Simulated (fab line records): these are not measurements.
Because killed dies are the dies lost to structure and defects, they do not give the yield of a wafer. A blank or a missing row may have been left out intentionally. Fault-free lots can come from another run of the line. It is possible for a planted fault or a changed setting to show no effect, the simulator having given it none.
Chamber matching | flow n5_finfet | rie_diel-05 running N5_BEOL_M4_STRIP_19: 4 sister chambers
The step strips in O2. 4 wafers are shown with their chamber, then 12 later ones without.

## WAFERS, EACH WITH ITS CHAMBER
wafer  | chamber | showerhead_plenum_p_Torr (Torr)
L081.1 | 3       | 2.16
L084.1 | 2       | 2.23
L090.4 | 0       | 2.17
L090.5 | 1       | 1.91

## WAFERS MISSING THEIR CHAMBER
wafer  | showerhead_plenum_p_Torr (Torr)
L089.1 | 2.17
L089.2 | 2.15
L089.5 | 2.23
L093.3 | 1.91
L093.5 | 2.17
L093.6 | 2.15
L094.1 | 1.91
L094.2 | 2.17
L094.4 | 2.15
L097.2 | 2.16
L097.4 | 2.22
L097.6 | 2.22

## EACH ONE'S CHAMBER
wafer  | from the rows above     | in truth
L089.1 | can't be placed: 0 or 3 | 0
L089.2 | can't be placed: 3 or 0 | 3
L089.5 | 2                       | 2
L093.3 | 1                       | 1
L093.5 | can't be placed: 0 or 3 | 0
L093.6 | can't be placed: 3 or 0 | 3
L094.1 | 1                       | 1
L094.2 | can't be placed: 0 or 3 | 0
L094.4 | can't be placed: 3 or 0 | 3
L097.2 | can't be placed: 3 or 0 | 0
L097.4 | 2                       | 2
L097.6 | 2                       | 2
Correctly placed: 5 of 12. Cannot be placed on the basis of these rows: 7; the candidates contain the true chamber in 7. Placed wrongly: 0.
How it was worked out, from the rows above alone: a wafer's distance from a chamber is the root of the sum, over the readings, of the square of ((its reading less the chamber's mean) divided by the reading's scatter). The wafer belongs to the nearest chamber; if the next one is less than 2 further off, it can't be placed. For every chamber, the mean is computed from those of its wafers that are shown. The scatter: with one shown wafer a chamber, the root of the mean of the squares of how far each hidden wafer lies from its nearest shown one.
